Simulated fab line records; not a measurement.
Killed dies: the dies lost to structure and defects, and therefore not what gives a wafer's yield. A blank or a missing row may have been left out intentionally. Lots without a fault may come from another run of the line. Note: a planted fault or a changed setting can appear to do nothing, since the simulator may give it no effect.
What tool caused it? :: flow n5_finfet :: 11 lots, 33 wafers sampled, at 3 steps of a route of 1938

WHAT EACH GAUGE READ, for each wafer
N5_BEOL_M13_RS_MEAS_54: the measuring method here is four-point-probe. Usual: for M13_RS the level is 0.0449 ohm/sq and the standard deviation is 0.00069.
lot: L443
measured: day 11 00:43
on: film_metro-02
M13_RS (ohm/sq): 0.0456 0.0444 0.0451
flag: 

lot: L446
measured: day 11 10:01
on: film_metro-02
M13_RS (ohm/sq): 0.0452 0.0451 0.0461
flag: 

lot: L444
measured: day 11 10:13
on: film_metro-01
M13_RS (ohm/sq): 0.0446 0.0458 0.0447
flag: 

lot: L447
measured: day 11 14:22
on: film_metro-01
M13_RS (ohm/sq): 0.0450 0.0453 0.0451
flag: 

lot: L451
measured: day 12 23:02
on: film_metro-02
M13_RS (ohm/sq): 0.0442 0.0435 0.0441
flag: 

lot: L459
measured: day 15 15:05
on: film_metro-02
M13_RS (ohm/sq): 0.0450 0.0442 0.0448
flag: 

lot: L461
measured: day 15 19:01
on: film_metro-01
M13_RS (ohm/sq): 0.0455 0.0450 0.0459
flag: 

lot: L462
measured: day 16 07:22
on: film_metro-01
M13_RS (ohm/sq): 0.0443 0.0456 0.0442
flag: 

lot: L465
measured: day 16 13:26
on: film_metro-01
M13_RS (ohm/sq): 0.0447 0.0445 0.0457
flag: 

lot: L464
measured: day 16 20:32
on: film_metro-02
M13_RS (ohm/sq): 0.0444 0.0454 0.0454
flag: 

lot: L466
measured: day 17 11:14
on: film_metro-02
M13_RS (ohm/sq): 0.0447 0.0456 0.0444
flag: 

N5_BEOL_M14_CD_MEAS_10: target cd 250 nm. Usual: cd_nm reads 250.0 nm (standard deviation 1.6).
lot: L443
measured: day 11 01:28
on: cd_sem-02
cd_nm (nm): 251.8 251.3 247.7
flag: 

lot: L446
measured: day 11 10:35
on: cd_sem-03
cd_nm (nm): 252.5 250.8 250.8
flag: 

lot: L444
measured: day 11 10:53
on: cd_sem-01
cd_nm (nm): 251.2 249.9 252.3
flag: 

lot: L447
measured: day 11 15:03
on: cd_sem-02
cd_nm (nm): 248.8 249.8 247.5
flag: 

lot: L451
measured: day 12 23:36
on: cd_sem-03
cd_nm (nm): 250.8 246.0 250.9
flag: 

lot: L459
measured: day 15 15:38
on: cd_sem-01
cd_nm (nm): 250.9 252.0 252.3
flag: 

lot: L461
measured: day 15 19:35
on: cd_sem-03
cd_nm (nm): 251.0 249.9 250.9
flag: 

lot: L462
measured: day 16 08:00
on: cd_sem-02
cd_nm (nm): 250.2 249.0 247.7
flag: 

lot: L465
measured: day 16 14:07
on: cd_sem-01
cd_nm (nm): 252.1 249.7 248.6
flag: 

lot: L464
measured: day 16 21:06
on: cd_sem-03
cd_nm (nm): 250.7 249.0 250.5
flag: 

lot: L466
measured: day 17 11:55
on: cd_sem-02
cd_nm (nm): 251.5 249.9 250.2
flag: 

WHICH TOOL RAN EACH LOT (tool, then ch and the chambers of the sampled wafers, then the start)
lot: L443
N5_BEOL_M13_SPUTTER_44: pvd_sputter-01, day 10 23:37

lot: L446
N5_BEOL_M13_SPUTTER_44: pvd_sputter-01, day 11 08:49

lot: L444
N5_BEOL_M13_SPUTTER_44: pvd_sputter-01, day 11 09:08

lot: L447
N5_BEOL_M13_SPUTTER_44: pvd_sputter-01, day 11 13:17

lot: L451
N5_BEOL_M13_SPUTTER_44: pvd_sputter-02, day 12 21:57

lot: L459
N5_BEOL_M13_SPUTTER_44: pvd_sputter-02, day 15 13:21

lot: L461
N5_BEOL_M13_SPUTTER_44: pvd_sputter-03, day 15 17:56

lot: L462
N5_BEOL_M13_SPUTTER_44: pvd_sputter-03, day 16 06:07

lot: L465
N5_BEOL_M13_SPUTTER_44: pvd_sputter-01, day 16 12:10

lot: L464
N5_BEOL_M13_SPUTTER_44: pvd_sputter-02, day 16 19:27

lot: L466
N5_BEOL_M13_SPUTTER_44: pvd_sputter-01, day 17 09:54
- N5_BEOL_M13_SPUTTER_44: material Ta, target thk 10 nm, time 16.13 s.

AS READ BY THE TOOLS THEMSELVES (means over the sampled wafers that have a number; for cases with no such wafer, the mark the record gives instead)
N5_BEOL_M13_SPUTTER_44. Usual: bias_v 79.9 V, standard deviation 0.81; throttle_valve_pct 29.9 %, standard deviation 0.96.
lot: L443
tool: pvd_sputter-01
bias_v (V): 80.5
throttle_valve_pct (%): 30.3
flag: 

lot: L446
tool: pvd_sputter-01
bias_v (V): 79.1
throttle_valve_pct (%): 30.0
flag: 

lot: L444
tool: pvd_sputter-01
bias_v (V): 80.4
throttle_valve_pct (%): 30.8
flag: 

lot: L447
tool: pvd_sputter-01
bias_v (V): 79.0
throttle_valve_pct (%): 30.7
flag: 

lot: L451
tool: pvd_sputter-02
bias_v (V): 79.8
throttle_valve_pct (%): 29.0
flag: 

lot: L459
tool: pvd_sputter-02
bias_v (V): 79.1
throttle_valve_pct (%): 29.3
flag: 

lot: L461
tool: pvd_sputter-03
bias_v (V): 79.7
throttle_valve_pct (%): 29.9
flag: 

lot: L462
tool: pvd_sputter-03
bias_v (V): 80.8
throttle_valve_pct (%): 30.7
flag: 

lot: L465
tool: pvd_sputter-01
bias_v (V): 80.2
throttle_valve_pct (%): 30.0
flag: 

lot: L464
tool: pvd_sputter-02
bias_v (V): 80.1
throttle_valve_pct (%): 29.3
flag: 

lot: L466
tool: pvd_sputter-01
bias_v (V): 80.8
throttle_valve_pct (%): 30.4
flag: 

THE ANSWER, worked out from the rows above alone
Rule: a lot is off if the mean of its wafers that have a number lies more than 3 standard deviations from the usual mean. Also off: a lot with no number at a reading for which 4 or more lots have one. Where the step has rows for the other lots, those lots are counted as sound. First the gauges in route order, then the tools' own readings, where a lot's mean is used as printed above. At the first step where some lot is off, the reading lying furthest off is the one used; lots without a number count as furthest.
Nothing can be told from this: no lot is off at any reading shown.

WHAT THE SIMULATOR HAD PUT IN
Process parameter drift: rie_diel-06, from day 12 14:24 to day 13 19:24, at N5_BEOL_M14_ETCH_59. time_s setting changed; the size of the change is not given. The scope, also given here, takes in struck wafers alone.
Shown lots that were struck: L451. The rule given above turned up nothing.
